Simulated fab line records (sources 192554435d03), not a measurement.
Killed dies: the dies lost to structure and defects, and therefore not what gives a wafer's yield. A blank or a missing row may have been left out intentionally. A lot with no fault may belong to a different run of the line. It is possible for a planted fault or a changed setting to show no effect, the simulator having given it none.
Chamber matching	flow n5_finfet	rie_diel-05 running N5_BEOL_M13_VIA_ETCH_16: 4 sister chambers
The step etches SiOC in C4F8/O2/Ar, target depth 921.7 nm. 4 wafers are shown with their chamber, then 10 later ones without.

EACH WAFER AND ITS CHAMBER
wafer	chamber	throttle_valve_pct (%)
L082.4	0	23.9
L088.1	2	24.1
L093.1	3	24.8
L093.2	1	24.5

WAFERS MISSING THEIR CHAMBER
wafer	throttle_valve_pct (%)
L093.3	24.1
L093.4	24.8
L093.5	24.5
L093.6	24.1
L095.4	24.1
L095.5	24.8
L095.6	24.0
L094.2	24.1
L094.3	24.5
L094.5	23.9

CHAMBER TAKEN BY EACH
wafer	from the rows above	in truth
L093.3	2	2
L093.4	3	3
L093.5	1	1
L093.6	2	2
L095.4	2	2
L095.5	3	3
L095.6	can't be placed: 0 or 2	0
L094.2	2	2
L094.3	1	1
L094.5	0	0
9 of 10 placed correctly. From these rows, 1 cannot be placed; in 1 the true chamber is one of the candidates. Placed wrongly: 0.
How it was worked out, from the rows above alone: a wafer's distance from a chamber is the root of the sum, over the readings, of the square of ((its reading less the chamber's mean) divided by the reading's scatter). The wafer belongs to the nearest chamber; if the next one is less than 2 further off, it can't be placed. A chamber's mean is the mean of its shown wafers. The scatter: with one shown wafer a chamber, the root of the mean of the squares of how far each hidden wafer lies from its nearest shown one.
